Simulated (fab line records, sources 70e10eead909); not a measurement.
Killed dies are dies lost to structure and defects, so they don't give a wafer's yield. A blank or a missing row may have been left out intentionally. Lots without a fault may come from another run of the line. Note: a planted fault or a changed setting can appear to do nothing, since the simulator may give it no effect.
What tool caused it? -- flow nand-harc -- 11 lots, 33 wafers sampled, at 2 steps of a route of 1302

WHAT THE GAUGES SHOWED, per wafer
NHARC_A_CHANNEL_FILL_D1_THK_MEAS_06: measures by ellipsometry.
lot,measured,on,thk-nm (nm)
L075,day 10 16:52,film-metro-02,6.4 5.5 6.3
L077,day 11 14:14,film-metro-02,5.7 5.5 4.1
L079,day 12 07:43,film-metro-02,6.1 4.7 4.5
L081,day 13 00:33,film-metro-01,5.6 4.0 5.4
L083,day 14 16:22,film-metro-02,4.7 5.6 5.5
L085,day 15 08:22,film-metro-02,4.6 4.5 3.8
L088,day 16 13:26,film-metro-02,5.8 4.4 5.6
L091,day 17 17:10,film-metro-01,5.1 5.1 6.2
L092,day 18 06:38,film-metro-02,4.5 4.2 3.7
L095,day 19 00:02,film-metro-02,5.5 3.3 5.0
L097,day 20 04:49,film-metro-01,3.8 4.6 6.5

EACH LOT AND THE TOOL THAT RAN IT (in order: tool; ch and the chambers of the sampled wafers; start)
lot,NHARC_A_CHANNEL_HOLE_D1_XSEM_31
L075,"xsem-02 ch 0, day 9 03:07"
L077,"xsem-02 ch 0, day 10 01:36"
L079,"xsem-01 ch 0, day 10 19:04"
L081,"xsem-02 ch 0, day 11 14:25"
L083,"xsem-01 ch 0, day 13 02:11"
L085,"xsem-02 ch 0, day 13 19:04"
L088,"xsem-01 ch 0, day 15 00:49"
L091,"xsem-01 ch 0, day 16 05:11"
L092,"xsem-02 ch 0, day 16 18:10"
L095,"xsem-02 ch 0, day 17 11:55"
L097,"xsem-02 ch 0, day 18 16:51"
- NHARC_A_CHANNEL_HOLE_D1_XSEM_31

THE ANSWER, worked out from the rows above alone
Rule: the lots themselves supply what counts as usual. The widest of any qualifying gaps counts: lots, ordered by their means at a reading, are off when they make up no more than a third of the lots, leave a main group of 4 or more, and stand apart from it by 3 or more times the standard deviation of that group's means. If all means in a main group match to the digits the tables above print for the reading, that group is not used. A lot without any number at a reading at which 4 lots or more have one is off too. Where the step has rows for the other lots, those lots are counted as sound.
Across all readings shown, no lot is off: no conclusion can be drawn from this.

WHAT THE SIMULATOR HAD INSERTED
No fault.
